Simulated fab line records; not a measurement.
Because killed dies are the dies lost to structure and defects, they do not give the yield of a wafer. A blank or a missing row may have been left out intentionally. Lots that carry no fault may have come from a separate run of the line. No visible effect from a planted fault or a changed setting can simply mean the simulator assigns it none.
A lot that was struck, set against a sound lot || flow n5Finfet || 19 steps out of a route of 1938
Sound: the wafers L912.1, L912.2, L912.4. The struck wafers were L906.1, L906.5, L906.6. The cause comes at the end.
Each step with rows lists, per side, the tool, then ch with its chambers, then its first start. Under that, the readings that differ: sound wafers || struck wafers || difference of the means || sigmas: that difference in standard deviations of wafers without a fault.
alike: readings whose means differ by less than 2 such deviations, and words and numbers that are the same on both sides. not compared: withheld readings, readings that some wafer has no value for, bounds like >300 that may hide the same value, and numbers for which the record gives no deviation and whose values overlap.
Wherever a step has rows on one side only, a row that says differs or no value, or a row with sigmas, the two part there. Non-overlapping numbers with no deviation appear without sigmas and do not part them. Lack of a reading on every wafer of one side parts them only where that side has two or more wafers.

first, 7 steps without rows for these wafers: N5_BEOL_M14_COAT_04 (resist thk 800 nm); N5_BEOL_M14_EBR_06; N5_BEOL_M14_SOFTBAKE_05 (time 60 s); N5_BEOL_M14_EXPOSE_07 (exposes mask V13); N5_BEOL_M14_PEB_08 (peb time 90 s); N5_BEOL_M14_DEVELOP_09 (develop time 45 s); N5_BEOL_M14_HARDBAKE_14 (time 120 s).
N5_BEOL_M14_CD_MEAS_10: the cd target is 250 nm.
  sound on cdSem-02 ch 0, day 17 13:12; struck on cdSem-02 ch 0, day 15 09:10
  alike: cdNm
N5_BEOL_M14_OVL_MEAS_11:
  sound on overlay-02 ch 0, day 17 13:14; struck on overlay-01 ch 0, day 15 09:12
  alike: V13_OVL
N5_BEOL_M14_INSPECT_12: inspects for defects (macro).
  sound on defectInspect-01, day 17 13:15; struck on defectInspect-01, day 15 09:13
  alike: rawDefectCount
N5_BEOL_M14_DESCUM_15: chemistry O2, time 7.9 s.
  sound on rieDiel-02 ch 0,2, day 17 13:22; struck on rieDiel-06 ch 2,3, day 15 09:16
  alike: drypumpMotorCurrentA, o2FlowSccm, oesProductAu, rfVppV, showerheadPlenumPTorr, throttleValvePct
  not compared: rfHoursCounterH
N5_BEOL_M14_ETCH_59: etches BARC in N2/H2, target depth 89 nm, overetch 26.7 nm, time 67.9 s.
  sound on rieDiel-02 ch 0,2, day 17 13:25; struck on rieDiel-06 ch 2,3, day 15 09:17
{"reading": "chamberPressureMTorr (mTorr)", "sound": "29.95 30.01 29.95", "struck": "30.04 30.04 30.05", "difference": "+0.07", "sigmas": "+2"}
  alike: biasW, drypumpMotorCurrentA, oesProductAu, rfVppV, showerheadPlenumPTorr, throttleValvePct
  not compared: rfHoursCounterH
N5_BEOL_M14_VIA_ETCH_16: etches SiO2 in C4F8/O2/Ar, target depth 1231.3 nm.
  sound on rieDiel-02 ch 0,2, day 17 13:30; struck on rieDiel-06 ch 2,3, day 15 09:20
  no value came back on the struck wafers for any of 9 readings (C4F8_flow_sccm (sccm), O2_flow_sccm (sccm) and others); on the sound wafers C4F8_flow_sccm (sccm) reads 16.05 16.05 15.98
{"reading": "model.coat_of_BEOL_M14_COAT_04.thkNm (nm)", "sound": "449.2 455.4 453", "struck": "719.4 718.8 718", "difference": "+266.2", "sigmas": ""}
N5_BEOL_M14_STRIP_63: strips in O2.
  sound on rieDiel-02 ch 0,2; struck on rieDiel-06 ch 2,3
  alike: drypumpMotorCurrentA, o2FlowSccm, oesProductAu, rfVppV, showerheadPlenumPTorr, throttleValvePct
  not compared: rfHoursCounterH
N5_BEOL_M14_STRIP_64: strips in O2.
  sound on rieDiel-02 ch 0,2; struck on rieDiel-06 ch 2,3
  alike: drypumpMotorCurrentA, o2FlowSccm, oesProductAu, rfVppV, showerheadPlenumPTorr, throttleValvePct
  not compared: rfHoursCounterH
then, 2 steps without rows for these wafers: N5_BEOL_M14_STRIP_71 (strips in post etch residue remover, time 60 s); N5_BEOL_M14_SRD_72 (time 30 s, dry time 30 s).
N5_BEOL_M14_CD_MEAS_17: the cd target is 250 nm.
  sound on cdSem-01, day 17 13:59; struck on cdSem-01, day 15 09:41
{"reading": "cdNm (nm)", "sound": "250.0 252.5 250.7", "struck": "- - -", "difference": "no value on the struck wafers", "sigmas": ""}
then, 1 step without rows for these wafers: N5_BEOL_M14_COAT_65 (time 60 s, resist thk 450 nm).

## WHERE THEY PART
Earliest at N5_BEOL_M14_ETCH_59; latest, in this record, at N5_BEOL_M14_CD_MEAS_17.

WHY: the cause the simulator had injected
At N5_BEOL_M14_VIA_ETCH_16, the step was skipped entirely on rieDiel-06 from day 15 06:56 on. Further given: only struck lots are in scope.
